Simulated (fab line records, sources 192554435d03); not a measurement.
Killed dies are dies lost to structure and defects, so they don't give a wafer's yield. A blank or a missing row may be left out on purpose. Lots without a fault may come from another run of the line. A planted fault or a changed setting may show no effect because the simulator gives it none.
Which tool did it? | flow n5_finfet | 10 lots, 26 wafers sampled, at 1 step of a route of 1938

WHAT THE GAUGES READ, wafer by wafer
N5_SD_EPI_N_OVL_MEAS_10.
lot  | measured    | on         | SD_N_BLK_OVL (nm)
L912 | day 3 13:28 | overlay-02 | -0.3 -0.3 0.1
L913 | day 3 20:41 | overlay-02 | 0.1 -0.6 1.6
L915 | day 4 05:41 | overlay-02 | 1.2 1.1 -0.3
L918 | day 5 00:20 | overlay-01 | -0.3 -1.0 0.5
L919 | day 5 06:02 | overlay-01 | 0.2 -0.7 -0.2
L924 | day 6 16:29 | overlay-01 | -0.4 0.7 -0.7
L925 | day 6 21:43 | overlay-02 | -0.2 0.0
L928 | day 7 12:17 | overlay-01 | 0.3 1.9
L929 | day 7 18:40 | overlay-02 | 0.7 0.5
L930 | day 8 01:24 | overlay-01 | -1.0 -0.6

WHICH TOOL RAN EACH LOT (tool, then ch and the chambers of the sampled wafers, then the start)
The record holds no process step before these readings.

THE ANSWER, worked out from the rows above alone
Rule: what is usual is taken from the lots themselves. Put in order of their means at a reading, lots are off if they are a third of the lots or fewer, leave a main group of 4 or more, and stand apart from it by a gap of 3 or more times the standard deviation of the main group's means; of several such gaps the widest counts. A main group whose means are all the same, to the digits that the tables above print for the reading, isn't used. A lot without any number at a reading at which 4 lots or more have one is off too. The other lots that the step has rows for count as sound.
No lot is off at any reading shown: from this, nothing can be told.

WHAT THE SIMULATOR HAD PUT IN
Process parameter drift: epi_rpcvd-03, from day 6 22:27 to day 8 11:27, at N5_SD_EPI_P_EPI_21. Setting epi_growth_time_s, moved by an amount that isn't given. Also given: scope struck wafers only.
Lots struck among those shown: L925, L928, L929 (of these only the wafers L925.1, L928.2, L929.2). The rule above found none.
